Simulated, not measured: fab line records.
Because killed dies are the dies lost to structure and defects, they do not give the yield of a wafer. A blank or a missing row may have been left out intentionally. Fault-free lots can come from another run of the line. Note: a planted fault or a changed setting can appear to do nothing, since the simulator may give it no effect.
Split-lot experiment    flow n5_finfet    7 lots, 39 wafers read, on a route of 1938 steps

== ON THE SPLIT ==
At N5_WELL_APT_IMPLANT_15, the setting energy_kev was moved away from the recipe's 25 on 15 of the 39 wafers read, by -11.6% to +15.9%. The other wafers ran this setting at the recipe's value.

The reading is taken at the split's own step.

== THE READING ==
The simulator's own value implant.drp_nm, read by no gauge, in nm at N5_WELL_APT_IMPLANT_15. There is no usual value for it anywhere in the file.

wafer   tool, chamber at the split  energy_kev as run  against the recipe  implant.drp_nm, nm  against lot-mates on the recipe
L077.2  implanter-01, 0             25                 recipe              8.457               -
L077.5  implanter-01, 0             25                 recipe              8.457               -
L077.6  implanter-01, 0             25                 recipe              8.457               -
L079.1  implanter-01, 0             23.13              -7.5%               8.006               -0.451
L079.2  implanter-01, 0             23.13              -7.5%               8.006               -0.451
L079.5  implanter-01, 0             23.13              -7.5%               8.006               -0.451
L079.3  implanter-01, 0             25                 recipe              8.457               -
L079.4  implanter-01, 0             25                 recipe              8.457               -
L079.6  implanter-01, 0             25                 recipe              8.457               -
L081.1  implanter-01, 0             25                 recipe              8.457               -
L081.3  implanter-01, 0             25                 recipe              8.457               -
L081.4  implanter-01, 0             25                 recipe              8.457               -
L081.2  implanter-01, 0             28.97              +15.9%              9.399               +0.942
L081.5  implanter-01, 0             28.97              +15.9%              9.399               +0.942
L081.6  implanter-01, 0             28.97              +15.9%              9.399               +0.942
L088.1  implanter-02, 0             25                 recipe              8.457               -
L088.2  implanter-02, 0             25                 recipe              8.457               -
L088.4  implanter-02, 0             25                 recipe              8.457               -
L088.3  implanter-02, 0             22.11              -11.6%              7.757               -0.700
L088.5  implanter-02, 0             22.11              -11.6%              7.757               -0.700
L088.6  implanter-02, 0             22.11              -11.6%              7.757               -0.700
L090.1  implanter-01, 0             27.14              +8.6%               8.967               +0.510
L090.2  implanter-01, 0             27.14              +8.6%               8.967               +0.510
L090.4  implanter-01, 0             27.14              +8.6%               8.967               +0.510
L090.3  implanter-01, 0             25                 recipe              8.457               -
L090.5  implanter-01, 0             25                 recipe              8.457               -
L090.6  implanter-01, 0             25                 recipe              8.457               -
L092.1  implanter-01, 0             23.4               -6.4%               8.071               -0.386
L092.2  implanter-01, 0             23.4               -6.4%               8.071               -0.386
L092.3  implanter-01, 0             23.4               -6.4%               8.071               -0.386
L092.4  implanter-01, 0             25                 recipe              8.457               -
L092.5  implanter-01, 0             25                 recipe              8.457               -
L092.6  implanter-01, 0             25                 recipe              8.457               -
L095.1  implanter-02, 0             25                 recipe              8.457               -
L095.2  implanter-02, 0             25                 recipe              8.457               -
L095.3  implanter-02, 0             25                 recipe              8.457               -
L095.4  implanter-02, 0             25                 recipe              8.457               -
L095.5  implanter-02, 0             25                 recipe              8.457               -
L095.6  implanter-02, 0             25                 recipe              8.457               -

THE FIT
A straight line over all 39 wafers: implant.drp_nm changes by +0.0598 nm for each +1% of energy_kev; r = +1.00; the points scatter about the line by 0.003 nm.
The same after taking each lot's own level away (the mean of its wafers on the recipe; 39 wafers): +0.0598 nm for each +1%; r = +1.00; scatter 0.003 nm.
That fit puts the effect of the largest move of energy_kev on the reading at 0.95 nm.
The lots' own levels span 8.4570 to 8.4570 nm.
Consequently the slope shifts little with the lot-to-lot level, the two slopes agreeing.
Check: for one of the wafers moved furthest among these (+15.9%), held out of the fit, the line's prediction against its lot-mates is +0.949 nm. Against them it came out at +0.942 nm.

== THE WHOLE CHAIN: every reading that the file lists as answering this split, in the file's order ==
step                    what it does  reading                                                          change (the file's fit)                 r (the file's)
N5_WELL_APT_IMPLANT_15                implant.rp_nm (the simulator's own value, which no gauge read)   +0.14 nm for each +1% of the setting    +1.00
N5_WELL_APT_IMPLANT_15                implant.drp_nm (the simulator's own value, which no gauge read)  +0.0598 nm for each +1% of the setting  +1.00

== FILE'S OWN FIT ==
implant.drp_nm changes by +0.0598 nm for each +1% of energy_kev, r = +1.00.
